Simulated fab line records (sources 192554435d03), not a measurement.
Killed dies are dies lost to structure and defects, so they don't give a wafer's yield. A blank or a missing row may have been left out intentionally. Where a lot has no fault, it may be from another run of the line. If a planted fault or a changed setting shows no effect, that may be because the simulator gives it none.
2 desks, one fault + flow n5-finfet + each desk has only its own numbers; what lay behind them comes last

## FROM THE METROLOGY DESK
Means of the sampled wafers that have a number, per lot and without regard to the tool the lot ran on: this is what the gauges read. Marked OUT: a lot whose mean sits more than 4 standard deviations from the usual mean, which makes it out of limits; the brackets give that distance.
Columns: A = cd-nm at N5_BEOL_M9_CD_MEAS_18, usual 70.1 nm; B = trench-depth-nm at N5_BEOL_M9_OCD_MEAS_38, usual 150.8 nm; C = M9_THK at N5_BEOL_M9_THK_MEAS_53, usual 139.8 nm; D = M9_RS at N5_BEOL_M9_RS_MEAS_57, usual 0.151 ohm/sq
| lot  | first seen here | A    | B                | C                | D                |
|------|-----------------|------|------------------|------------------|------------------|
| L432 | day 9 14:43     | 70.2 | 151.3            | 139.1            | 0.151            |
| L433 | day 10 00:52    | 70.1 | 150.4            | 141.7            | 0.150            |
| L437 | day 11 00:29    | 69.4 | 151.9            | 140.5            | 0.150            |
| L440 | day 11 11:48    | 70.2 | 165.3 (+6.0) OUT | 155.8 (+5.9) OUT | 0.135 (-5.1) OUT |
| L441 | day 11 21:37    | 69.9 | 162.3 (+4.8) OUT | 152.6 (+4.8) OUT | 0.139            |
| L448 | day 13 21:46    | 70.6 | 149.6            | 137.5            | 0.153            |
| L452 | day 14 14:55    | 70.9 | 150.8            | 139.1            | 0.150            |
| L451 | day 14 19:39    | 70.0 | 151.1            | 140.3            | 0.151            |
| L454 | day 15 08:17    | 70.2 | 150.2            | 139.6            | 0.152            |
This desk finds L440, L441 out of limits, L440 being first, at day 11 13:58 (trench-depth-nm at N5_BEOL_M9_OCD_MEAS_38). Within limits: L432, L433, L437, L448, L452, L451, L454.

## AT THE TOOL OWNER'S DESK: rie-diel-03
The tool's own readings at N5_BEOL_M9_TRENCH_ETCH_37 (etches SiCOH lowk in C4F6/O2, target depth 151.43 nm, time 49 s): means of the sampled wafers that have a number, for each lot that ran on this tool. Marked OUT: a lot whose mean sits more than 4 standard deviations from the usual mean, which makes it out of limits; the brackets give that distance. 7 of its 9 readings are shown: the first one out of limits and those lying furthest out on some lot.
Columns: A = drypump-motor-current-A at N5_BEOL_M9_TRENCH_ETCH_37, usual 5.9 A; B = oes_f_703_au at N5_BEOL_M9_TRENCH_ETCH_37, usual 0.74 a.u.; C = oes_o_777_au at N5_BEOL_M9_TRENCH_ETCH_37, usual 0.74 a.u.; D = oes-product-au at N5_BEOL_M9_TRENCH_ETCH_37, usual 0.74 a.u.; E = rf-fwd-power-W at N5_BEOL_M9_TRENCH_ETCH_37, usual 341.5 W; F = rf-vpp-V at N5_BEOL_M9_TRENCH_ETCH_37, usual 667 V; G = throttle-valve-pct at N5_BEOL_M9_TRENCH_ETCH_37, usual 20.97 %
| lot  | first seen here | A   | B               | C    | D    | E               | F              | G     |
|------|-----------------|-----|-----------------|------|------|-----------------|----------------|-------|
| L432 | day 9 16:22     | 5.9 | 0.71            | 0.71 | 0.70 | 342.5           | 663            | 20.93 |
| L437 | day 11 01:20    | 5.7 | 0.71            | 0.72 | 0.71 | 341.8           | 660            | 20.81 |
| L440 | day 11 13:47    | 5.5 | 1.02 (+4.1) OUT | 0.99 | 0.84 | 424.7 (+59) OUT | 598 (-8.4) OUT | 20.77 |
| L441 | day 11 23:13    | 6.1 | 0.92            | 0.90 | 0.74 | 426.4 (+61) OUT | 594 (-8.8) OUT | 20.91 |
| L454 | day 15 09:14    | 5.7 | 0.69            | 0.70 | 0.68 | 341.8           | 660            | 20.85 |
This desk finds L440, L441 out of limits, L440 being first, at day 11 13:47 (oes_f_703_au at N5_BEOL_M9_TRENCH_ETCH_37). Within limits: L432, L437, L454.

## ALL TOGETHER
On L440, L441, at day 11 13:47, an alarm was possible from the tool owner's desk.
The metrology desk could have raised an alarm at day 11 13:58, on L440, L441.
Every lot named ran N5_BEOL_M9_TRENCH_ETCH_37 on rie-diel-03.

## WHAT THE SIMULATOR HAD PUT IN
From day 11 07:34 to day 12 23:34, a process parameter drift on rie-diel-03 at N5_BEOL_M9_TRENCH_ETCH_37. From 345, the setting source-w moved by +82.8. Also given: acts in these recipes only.
Shown lots that were struck: L440, L441.
Counting hours from when the fault started, the first reading out of limits came at 6 for the tool owner's desk and at 6 for the metrology desk.
